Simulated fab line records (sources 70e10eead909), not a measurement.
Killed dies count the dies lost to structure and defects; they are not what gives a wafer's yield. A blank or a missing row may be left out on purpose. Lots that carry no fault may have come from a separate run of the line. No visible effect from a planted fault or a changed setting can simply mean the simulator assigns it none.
8D (eight disciplines) problem report, filled in by code    flow nandHarc    the parts of the form that need people (team, actions taken, sign-off) are left out

== 1. THE PROBLEM ==
Mean of runLengthS at NHARC_A_SLIT_ETCH_15: 1226.7 s across 2 wafers in 2 lots; on wafers with no fault it is 1633.2 s (standard deviation 0.56). So: -99 or more standard deviations from the usual mean.
The step: etches the open film in O2/COS, target depth 6200 nm, time 1612 s.
Earliest sighting: wafer L355.4 on rieDiel-09 at day 26 10:09. The record has a number at this step for 42 wafers belonging to 14 lots. Rule for "out" (also "out of limits"): further than 4 standard deviations from the usual mean. The rest of the wafers with a number are treated as sound.

== 2. WHAT IT IS AND WHAT IT IS NOT ==
question                     is                 is not
which readings at this step  runLengthS         drypumpMotorCurrentA, oesProductAu, rfVppV, showerheadPlenumPTorr
which lots                   L355, L356         L341, L342, L343, L344, L345, L346, L347, L348, L349, L359, L362, L363
which wafers of those lots   L355.4, L356.5     L355.1, L355.2, L356.2, L356.3
read on which tools          rieDiel-09         rieDiel-03, rieDiel-11
when                         from day 26 10:09  up to then (29 sound wafers); but 11 sound wafers of L356, L359, L362, L363 came after

== 3. THE SUSPECTS, EACH WITH WHAT RULES IT OUT ==
Counting: any tool at a process step up to the reading remains a suspect provided it ran every lot that is out. Sound lots after the first of them don't rule it out here, since some wafers of a struck lot are sound.
- rieDiel-09 at NHARC_A_SLIT_ETCH_15 (etches the open film in O2/COS, target depth 6200 nm, time 1612 s): kept. Ran every lot that is out, first one L355 (day 26 10:09); last sound lot up to then L348 (day 23 13:06). Its own runLengthS readings are out on those wafers.
The count leaves rieDiel-09 at NHARC_A_SLIT_ETCH_15.

== 4. THE CAUSE (what the simulator had put in) ==
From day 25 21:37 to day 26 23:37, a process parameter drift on rieDiel-09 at NHARC_A_SLIT_ETCH_15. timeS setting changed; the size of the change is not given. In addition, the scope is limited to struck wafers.
The count eliminated every tool but this one.

== 5. THE EFFECT CHAIN, in route order ==
One row per reading whose mean, taken over the struck wafers that have a number, lies over 3 standard deviations from the usual. Only readings whose record carries a usual standard deviation are examined. hours: median over the lots of the time between each lot's start at the first step of this table that gives one and its start at this step. sigmas: the change, counted in usual standard deviations.
hours  step                  reading     usual     on struck wafers  change  sigmas
0      NHARC_A_SLIT_ETCH_15  runLengthS  1633.2 s  1226.7            -406.5  -99 or more
Its process steps:
- NHARC_A_SLIT_ETCH_15: etches the open film in O2/COS, target depth 6200 nm, time 1612 s.

== 6. WHAT WOULD HAVE CAUGHT IT SOONER ==
First out-of-limits reading in this record: day 26 10:09, which is 13 hours after fault onset at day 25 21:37.
